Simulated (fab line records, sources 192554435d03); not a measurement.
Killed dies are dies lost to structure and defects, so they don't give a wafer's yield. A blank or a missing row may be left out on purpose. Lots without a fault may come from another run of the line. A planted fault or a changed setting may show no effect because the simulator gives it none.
A struck lot beside a sound one | flow n5_finfet | 43 steps out of a route of 1938
Sound: wafers L421.2, L421.3, L421.5. Struck: wafers L422.2, L422.5. (L422.4 of the same lot was not struck and is left out.) The cause comes at the end.
At each step with rows: each side's tool, then ch and its chambers, then its first start. Under that, the readings that differ: sound wafers | struck wafers | difference of the means | sigmas: that difference in standard deviations of wafers without a fault.
alike: readings whose means differ by less than 2 such deviations, and words and numbers that are the same on both sides. not compared: withheld readings, readings that some wafer has no value for, bounds like >300 that may hide the same value, and numbers for which the record gives no deviation and whose values overlap.
The two part at a step that has a row with sigmas, a row that says differs or no value, or rows on one side only. Numbers that don't overlap but have no deviation are shown without sigmas and don't part them. A reading that every wafer of one side lacks parts them only if that side has two wafers or more.

first, 2 steps without rows for these wafers: N5_PMOS_HMC_CHANNEL_EPI_SRD_25 (time 30 s); N5_PMOS_HMC_CHANNEL_EPI_EPI_26 (deposits Si from SiH4/H2, target thk 3.8 nm, time 22.7 s).
N5_PMOS_HMC_CHANNEL_EPI_INSPECT_30: inspects for defects (darkfield).
  sound on defect_inspect-02, day 2 22:35; struck on defect_inspect-02, day 3 02:38
  alike: raw_defect_count
then, 4 steps without rows for these wafers: N5_FIN_SAQP_PRECLEAN_42 (cleans in O3/DIW, time 60 s); N5_FIN_SAQP_PRECLEAN_00 (cleans in SC1, time 60 s); N5_FIN_SAQP_PRECLEAN_44 (cleans in SC2, time 45 s); N5_FIN_SAQP_SRD_01 (time 30 s).
N5_FIN_SAQP_ALD_61: deposits SiO2, target thk 4 nm, pulse time 1 s, purge time 2 s.
  sound on ald_sin-04 ch 1,2,3, day 2 22:43; struck on ald_sin-03 ch 3, day 3 03:46
  alike: heater_power_w, precursor_pulse_height_rel
then, 2 steps without rows for these wafers: N5_FIN_SAQP_DENSIFY_62 (time 60 s); N5_FIN_SAQP_HM_DEP_03 (deposits SiNx from SiH4/NH3/N2, target thk 38 nm, time 33.6 s).
N5_FIN_SAQP_THK_MEAS_05:
  sound on film_metro-01, day 2 23:14; struck on film_metro-01, day 3 04:22
  alike: thk_nm
N5_FIN_SAQP_PECVD_47: deposits a-Si from SiH4/He, target thk 45 nm, time 36.3 s.
  sound on pecvd-03 ch 0,1, day 2 23:17; struck on pecvd-03 ch 0, day 3 04:24
  reading                                     | sound             | struck     | difference | sigmas
  run_length_s (s)                            | 72.9 73.1 73.2    | 65.5 65.1  | -7.8       | -20
  model.a-Si_of_FIN_SAQP_PECVD_47.thk_nm (nm) | 44.76 45.39 45.24 | 35.1 36.19 | -9.5       |
  alike: heater_power_w, showerhead_plenum_p_Torr, throttle_valve_pct
N5_FIN_SAQP_PECVD_48: deposits SiNx from SiH4/NH3/N2, target thk 25 nm, time 22.1 s.
  sound on pecvd-03 ch 0,1, day 2 23:20; struck on pecvd-03 ch 0, day 3 04:26
  alike: heater_power_w, showerhead_plenum_p_Torr, throttle_valve_pct
then, 1 step without rows for these wafers: N5_FIN_SAQP_PECVD_06 (deposits a-Si from SiH4/He, target thk 60 nm, time 48.1 s).
N5_FIN_SAQP_THK_MEAS_07:
  sound on film_metro-01, day 2 23:31; struck on film_metro-02, day 3 04:34
  alike: thk_nm
N5_FIN_SAQP_HM_DEP_72: deposits SiO2 from SiH4/N2O, target thk 12 nm, time 7.2 s.
  sound on pecvd-03 ch 0, day 2 23:33; struck on pecvd-02 ch 0, day 3 04:36
  reading                         | sound          | struck    | difference | sigmas
  showerhead_plenum_p_Torr (Torr) | 8.42 8.39 8.39 | 7.98 8.00 | -0.41      | -2
  alike: heater_power_w
then, 8 steps without rows for these wafers: N5_FIN_SAQP_COAT_49 (time 60 s, resist thk 100 nm); N5_FIN_SAQP_COAT_50 (time 60 s, resist thk 35 nm); N5_FIN_SAQP_COAT_10 (resist thk 90 nm); N5_FIN_SAQP_EBR_12; N5_FIN_SAQP_SOFTBAKE_11 (time 60 s); N5_FIN_SAQP_EXPOSE_13 (exposes mask FIN CORE, target cd 35.6 nm); N5_FIN_SAQP_PEB_14 (peb time 60 s); N5_FIN_SAQP_DEVELOP_15 (develop time 30 s).
N5_FIN_SAQP_CD_MEAS_16: target cd 35.6 nm.
  sound on cd_sem-03 ch 0, day 3 00:02; struck on cd_sem-03 ch 0, day 3 05:03
  alike: cd_nm
N5_FIN_SAQP_OVL_MEAS_17:
  sound on overlay-02 ch 0, day 3 00:04; struck on overlay-02 ch 0, day 3 05:06
  reading           | sound          | struck    | difference | sigmas
  FIN_CORE_OVL (nm) | -2.5 -2.3 -2.2 | -0.2 -0.5 | +2.0       | +2
N5_FIN_SAQP_INSPECT_18: inspects for defects (brightfield).
  sound on defect_inspect-02, day 3 00:05; struck on defect_inspect-01, day 3 05:07
  alike: raw_defect_count
then, 4 steps without rows for these wafers: N5_FIN_SAQP_DESCUM_21 (chemistry O2, time 7.9 s); N5_FIN_SAQP_ETCH_51 (etches SiARC in CF4, target depth 45.5 nm, time 75.8 s); N5_FIN_SAQP_ETCH_52 (etches SOC in N2/H2, target depth 100 nm, overetch 20 nm, time 150 s); N5_FIN_SAQP_STRIP_53 (strips in N2/H2).
N5_FIN_SAQP_HM_OPEN_73: chemistry CHF3/O2, target SiO2, stops on a-Si, target depth 12 nm, time 16.8 s.
  sound on rie_diel-05 ch 0,1, day 3 00:19; struck on rie_diel-05 ch 2, day 3 05:58
  alike: drypump_motor_current_A, oes_product_au, rf_vpp_V, showerhead_plenum_p_Torr, throttle_valve_pct
  not compared: rf_hours_counter_h
then, 1 step without rows for these wafers: N5_FIN_SAQP_STRIP_74 (strips in CHF3/O2).
N5_FIN_SAQP_MANDREL_ETCH_22: etches a-Si in HBr/Cl2, stops on SiNx, target depth 60 nm, bt time 10 s, time 30 s.
  sound on rie_si-05 ch 0,1, day 3 00:24; struck on rie_si-02 ch 0,3, day 3 06:03
  alike: drypump_motor_current_A, oes_product_au, throttle_valve_pct
  not compared: rf_hours_counter_h
then, 7 steps without rows for these wafers: N5_FIN_SAQP_STRIP_55 (strips in N2/H2); N5_FIN_SAQP_STRIP_23 (strips in SPM, time 750 s); N5_FIN_SAQP_SRD_66 (time 30 s); N5_FIN_SAQP_RECESS_75 (chemistry HF/NH3, target SiO2, target depth 14.4 nm, afs cycles 3, sublimation time 60 s); N5_FIN_SAQP_SPACER1_ALD_24 (deposits SiO2, target thk 20.3 nm, pulse time 1 s, purge time 2 s); N5_FIN_SAQP_SPACER1_ETCHBACK_25 (etches SiO2 in CHF3/O2, target depth 24.4 nm, time 12.2 s); N5_FIN_SAQP_MANDREL1_REMOVE_56 (chemistry HBr/Cl2/O2, target a-Si, stops on SiNx, bt time 10 s).
N5_FIN_SAQP_MANDREL_ETCH_58: etches a-Si in HBr/Cl2, stops on SiNx, target depth 45 nm, bt time 10 s, time 27 s.
  sound on rie_si-02 ch 0,1,3, day 3 02:34; struck on rie_si-05 ch 1, day 3 08:14
  reading                  | sound             | struck      | difference | sigmas
  oes_product_au (a.u.)    | 0.674 0.694 0.694 | 0.603 0.615 | -0.078     | -6
  model.etch.depth_nm (nm) | 44.76 45.39 45.24 | 35.1 36.19  | -9.5       |
  alike: drypump_motor_current_A, throttle_valve_pct
  not compared: rf_hours_counter_h
-- the record jumps here: 10 days lie between the struck wafers' starts before and after (it left off in module FIN_SAQP and takes up again in module PASSIVATION, whose first step shown is number 1936 of the route) --
N5_PASSIVATION_PROBE_49:
  the record has rows for the struck wafers here (prober-01, day 13 01:50) and none for the sound ones

WHERE THEY PART
First at N5_FIN_SAQP_PECVD_47; last, within this record, at N5_PASSIVATION_PROBE_49.

WHY: what the simulator had put in
Process parameter drift: pecvd-03, from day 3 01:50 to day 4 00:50, at N5_FIN_SAQP_PECVD_47. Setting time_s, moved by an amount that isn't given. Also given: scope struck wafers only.
